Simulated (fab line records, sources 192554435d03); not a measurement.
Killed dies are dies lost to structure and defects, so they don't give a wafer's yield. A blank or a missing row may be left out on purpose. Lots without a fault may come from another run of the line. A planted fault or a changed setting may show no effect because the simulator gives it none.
fab line records | flow n5_finfet | part 2 of 2: steps 16 to 25 of 25
record lots=5 wafers=15 last_day=18
route steps=1938 shown BEOL_M9@1434
lots that met no fault: from a run of the same line without faults
start_h: hours from the record's first day to the start of the lot's first wafer shown | wait_h: hours since the lot's step before | " the same as in the row above | L1.1+2: a row that stands for several wafers | - no value, or no start given | * or withheld: withheld | < > ~ a bound
route shown NAME@n: a module of which the file shows steps, and the number in the route of the first | usual: mean/standard deviation of fault-free wafers | same: alike in all rows | chamber/n: place in a boat | sites: the reading at each site | _std_site: their standard deviation | _edge_site: outer sites' mean less inner sites' | radius_mm: how far each site lies from the wafer's centre | mask NAME#n: copy n | behind: the tool/chamber that last shaped the wafer | hold: why the lot was held/for how many hours/how that ended | device: the transistor (n, p or np) that didn't switch | end of line: the same wafers' tests at the end of the route | a step without rows: its recipe alone | killed: dies lost to structure and defects at the first sort, not the wafer's yield | map: a wafer's dies, x killed, . not, _ none there
set.NAME: the setting as run; set.NAME@STEP: as run at that earlier step | model.NAME: the simulator's own value behind a step, which no gauge read
lots at some steps of the route; a table a step, a row a wafer
services: from which hour (start_h, from the record's first day; less than 0 if before it) a tool's chamber was out of use, for how many hours, and why
## steps
# step N5_BEOL_M9_OCD_MEAS_38
# usual trench_depth_nm=150.8/2.5
# columns lot.wafer tool chamber start_h wait_h trench_depth_nm
L077.2 ocd-02 - 279.11 - 153.3
L077.3 " - " " 149.6
L077.6 " - " " 152.1
L085.1 ocd-02 - 316.49 - 153.0
L085.2 " - " " 150.2
L085.6 " - " " 154.6
L091.1 ocd-01 - 344.12 - 147.0
L091.5 " - " " 148.1
L091.6 " - " " 148.8
L094.1 ocd-01 - 362.35 - 150.0
L094.3 " - " " 149.3
L094.6 " - " " 150.3
L096.1 ocd-02 - 385.99 - 149.7
L096.3 " - " " 151.9
L096.5 " - " " 154.1
# step N5_BEOL_M9_HM_STRIP_39
# recipe chemistry=peroxide_tin_strip material=TiN target_depth_a=250 temp_c=50 time_s=158
# usual bath_guard_temp_C=49.9/0.5 bath_heat_duty_pct=7.4/0.77
# columns lot.wafer tool chamber start_h wait_h bath_guard_temp_C bath_heat_duty_pct
L077.2 wet_bench-01 6 279.14 0.0 49.9 7.4
L077.3 " 4 " " 50.8 8.7
L077.6 " 3 " " 50.5 8.8
L085.1 wet_bench-01 3 316.53 0.0 50.1 7.7
L085.2 " 7 " " 49.8 8.2
L085.6 " 5 " " 49.8 8.4
L091.1 wet_bench-01 6 344.15 0.0 50.3 7.6
L091.5 " 4 " " 50.7 9.2
L091.6 " 1 " " 49.9 7.1
L094.1 wet_bench-01 7 362.39 0.0 49.9 7.1
L094.3 " 6 " " 50.1 6.9
L094.6 " 4 " " 50.3 7.0
L096.1 wet_bench-02 4 386.02 0.0 49.1 7.2
L096.3 " 3 " " 49.6 8.4
L096.5 " 2 " " 49.5 7.0
# step N5_BEOL_M9_SRD_40
# recipe time_s=30 temp_c=23 rinse_liquid=diw dry=ipa_marangoni
# usual bath_heat_duty_pct=3.8/0.49 do_supply_ppb=10.01/0.092
# columns lot.wafer tool chamber start_h wait_h bath_heat_duty_pct do_supply_ppb
L077.2 wet_bench-01 6 279.19 0.0 3.6 10.06
L077.3 " 4 " " 3.9 9.96
L077.6 " 3 " " 4.4 9.98
L085.1 wet_bench-01 3 316.57 0.0 3.9 10.17
L085.2 " 7 " " 4.3 9.98
L085.6 " 5 " " 4.0 9.96
L091.1 wet_bench-01 6 344.20 0.0 3.6 10.00
L091.5 " 4 " " 3.6 10.07
L091.6 " 1 " " 3.4 10.04
L094.1 wet_bench-01 7 362.44 0.0 3.8 10.06
L094.3 " 6 " " 2.9 9.88
L094.6 " 4 " " 3.8 10.11
L096.1 wet_bench-02 4 386.07 0.0 3.7 10.12
L096.3 " 3 " " 3.5 10.12
L096.5 " 2 " " 4.0 10.08
# step N5_BEOL_M9_PRECLEAN_42
# recipe chemistry=residue_remover time_s=60 temp_c=40
# usual bath_guard_temp_C=39.9/0.5 bath_heat_duty_pct=4.7/0.57
# columns lot.wafer tool chamber start_h wait_h bath_guard_temp_C bath_heat_duty_pct
L077.2 wet_bench-01 6 279.20 0.0 40.1 4.7
L077.3 " 4 " " 40.4 5.4
L077.6 " 3 " " 40.1 4.7
L085.1 wet_bench-01 3 316.59 0.0 40.5 4.0
L085.2 " 7 " " 39.7 4.7
L085.6 " 5 " " 39.8 5.4
L091.1 wet_bench-01 6 344.22 0.0 40.3 4.4
L091.5 " 4 " " 40.1 4.9
L091.6 " 1 " " 40.1 3.6
L094.1 wet_bench-01 7 362.45 0.0 39.9 5.4
L094.3 " 6 " " 40.1 4.3
L094.6 " 4 " " 40.1 4.3
L096.1 wet_bench-02 4 386.08 0.0 39.6 4.3
L096.3 " 3 " " 39.3 5.3
L096.5 " 2 " " 39.5 4.2
# step N5_BEOL_M9_SRD_43
# recipe time_s=30 temp_c=23 rinse_liquid=diw dry=ipa_marangoni
# usual bath_heat_duty_pct=3.8/0.53 do_supply_ppb=10.01/0.096
# columns lot.wafer tool chamber start_h wait_h bath_heat_duty_pct do_supply_ppb
L077.2 wet_bench-01 6 279.22 0.0 3.5 9.99
L077.3 " 4 " " 4.7 9.99
L077.6 " 3 " " 3.3 10.12
L085.1 wet_bench-01 3 316.61 0.0 4.1 10.26
L085.2 " 7 " " 4.5 9.98
L085.6 " 5 " " 4.1 10.07
L091.1 wet_bench-01 6 344.23 0.0 3.1 9.99
L091.5 " 4 " " 4.1 9.95
L091.6 " 1 " " 3.8 9.94
L094.1 wet_bench-01 7 362.47 0.0 4.7 9.94
L094.3 " 6 " " 3.4 10.14
L094.6 " 4 " " 4.6 10.01
L096.1 wet_bench-02 4 386.10 0.0 4.2 10.16
L096.3 " 3 " " 3.6 10.05
L096.5 " 2 " " 4.3 9.87
# step N5_BEOL_M9_CD_MEAS_35
# recipe target_cd_nm=70 target_cd_y_nm=40 polarity=opening
# usual cd_nm=70.0/0.47
# columns lot.wafer tool chamber start_h wait_h cd_nm
L077.2 cd_sem-03 - 279.26 0.0 69.9
L077.3 " - " " 70.6
L077.6 " - " " 70.6
L085.1 cd_sem-02 - 316.65 0.0 70.8
L085.2 " - " " 69.3
L085.6 " - " " 70.2
L091.1 cd_sem-02 - 344.27 0.0 70.0
L091.5 " - " " 70.1
L091.6 " - " " 69.9
L094.1 cd_sem-02 - 362.51 0.0 70.3
L094.3 " - " " 71.2
L094.6 " - " " 70.6
L096.1 cd_sem-01 - 386.14 0.0 70.5
L096.3 " - " " 69.7
L096.5 " - " " 69.4
# step N5_BEOL_M9_CURE_72
# recipe temp_c=370 time_s=120 ambient=DMADMS/He material=SiCOH_lowk
# usual lamp_power_pct=52.31/0.051 wafer_temp_C_max=371.6/0.43
# columns lot.wafer tool chamber start_h wait_h lamp_power_pct wafer_temp_C_max
L077.2 uv_cure-03 2 279.35 0.1 52.40 371.7
L077.3 " 2 " " 52.28 372.4
L077.6 " 2 " " 52.28 371.9
L085.1 uv_cure-02 0 316.69 0.0 52.22 371.4
L085.2 " 0 " " 52.33 371.7
L085.6 " 0 " " 52.34 371.5
L091.1 uv_cure-02 0 344.32 0.0 52.38 371.9
L091.5 " 0 " " 52.32 371.2
L091.6 " 0 " " 52.33 370.9
L094.1 uv_cure-03 1 362.56 0.0 52.21 371.2
L094.3 " 1 " " 52.35 370.9
L094.6 " 1 " " 52.32 371.3
L096.1 uv_cure-02 2 386.18 0.0 52.29 371.4
L096.3 " 2 " " 52.38 371.6
L096.5 " 2 " " 52.31 372.1
# step N5_BEOL_M9_DEGAS_44
# recipe ambient=vacuum temp_c=250 time_s=60
# usual heater_power_w=333/20
# columns lot.wafer tool chamber start_h wait_h heater_power_w
L077.2 pvd_sputter-03 - 279.79 0.4 349
L077.3 " - " " 326
L077.6 " - " " 330
L085.1 pvd_sputter-02 - 317.28 0.5 317
L085.2 " - " " 356
L085.6 " - " " 361
L091.1 pvd_sputter-02 - 344.70 0.3 327
L091.5 " - " " 357
L091.6 " - " " 322
L094.1 pvd_sputter-02 - 363.27 0.7 318
L094.3 " - " " 353
L094.6 " - " " 324
L096.1 pvd_sputter-02 - 387.12 0.9 352
L096.3 " - " " 363
L096.5 " - " " 319
# step N5_BEOL_M9_PRE_CLEAN_45
# recipe gas=H2/He time_s=30 temp_c=250
# usual heater_power_w=333/20
# columns lot.wafer tool chamber start_h wait_h heater_power_w
L077.2 pvd_sputter-03 - 279.83 0.0 349
L077.3 " - " " 327
L077.6 " - " " 316
L085.1 pvd_sputter-02 - 317.32 0.0 328
L085.2 " - " " 353
L085.6 " - " " 359
L091.1 pvd_sputter-02 - 344.74 0.0 320
L091.5 " - " " 360
L091.6 " - " " 311
L094.1 pvd_sputter-02 - 363.31 0.0 323
L094.3 " - " " 358
L094.6 " - " " 317
L096.1 pvd_sputter-02 - 387.16 0.0 348
L096.3 " - " " 357
L096.5 " - " " 320
# step N5_BEOL_M9_ALD_74
# recipe material=TaN target_thk_a=20 temp_c=275 ald_precursor_family=PDMAT ald_co_reactant=NH3 pressure_torr=3 carrier_flow_sccm=1500 pulse_time_s=2 purge_time_s=3 co_reactant_purge_time_s=2 co_reactant_pulse_time_s=3 ald_cycles=40 precursor_vessel_temp_c=75 precursor_vessel_pressure_torr=26.25 precursor_vessel_carrier_sccm=1000
# usual heater_power_w=425/47
# columns lot.wafer tool chamber start_h wait_h heater_power_w
L077.2 ald_metal-03 3 280.12 0.3 369
L077.3 " 1 " " 454
L077.6 " 1 " " 443
L085.1 ald_metal-03 0 317.42 0.1 400
L085.2 " 1 " " 444
L085.6 " 0 " " 405
L091.1 ald_metal-04 0 344.86 0.1 373
L091.5 " 1 " " 419
L091.6 " 3 " " 443
L094.1 ald_metal-02 3 363.37 0.0 447
L094.3 " 2 " " 466
L094.6 " 2 " " 480
L096.1 ald_metal-03 1 387.24 0.1 440
L096.3 " 0 " " 385
L096.5 " 2 " " 325
## services
# columns tool chamber start_h hours kind
rie_diel-05 1 268.62 5.2 repair
uv_cure-02 - 269.60 5.0 repair
rie_diel-06 0 269.92 - clean
rie_diel-06 0 269.92 - consumable_replace:focus_ring
rie_diel-06 0 269.92 19.5 scheduled_down
rie_diel-06 0 269.92 19.5 vent_cycle
ald_metal-03 2 279.44 5.9 repair
uv_cure-03 - 284.35 6.0 pm
ald_metal-04 - 289.42 2.8 pm
pvd_sputter-02 - 295.39 5.2 repair
rie_diel-05 0 295.90 7.5 repair
rie_diel-02 - 306.21 0.9 repair
rie_diel-05 - 311.94 4.3 pm
rie_diel-06 0 313.92 13.7 repair
ald_metal-04 2 331.61 21.0 repair
rie_diel-05 - 332.69 0.7 repair
ald_metal-03 - 337.57 14.0 pm
ald_metal-03 0 337.57 14.0 vent_cycle
ald_metal-03 1 337.57 14.0 vent_cycle
ald_metal-03 2 337.57 14.0 vent_cycle
ald_metal-02 1 360.37 25.1 repair
pvd_sputter-02 - 366.81 8.6 repair
uv_cure-02 - 372.80 2.9 repair
rie_diel-06 0 386.48 5.5 repair
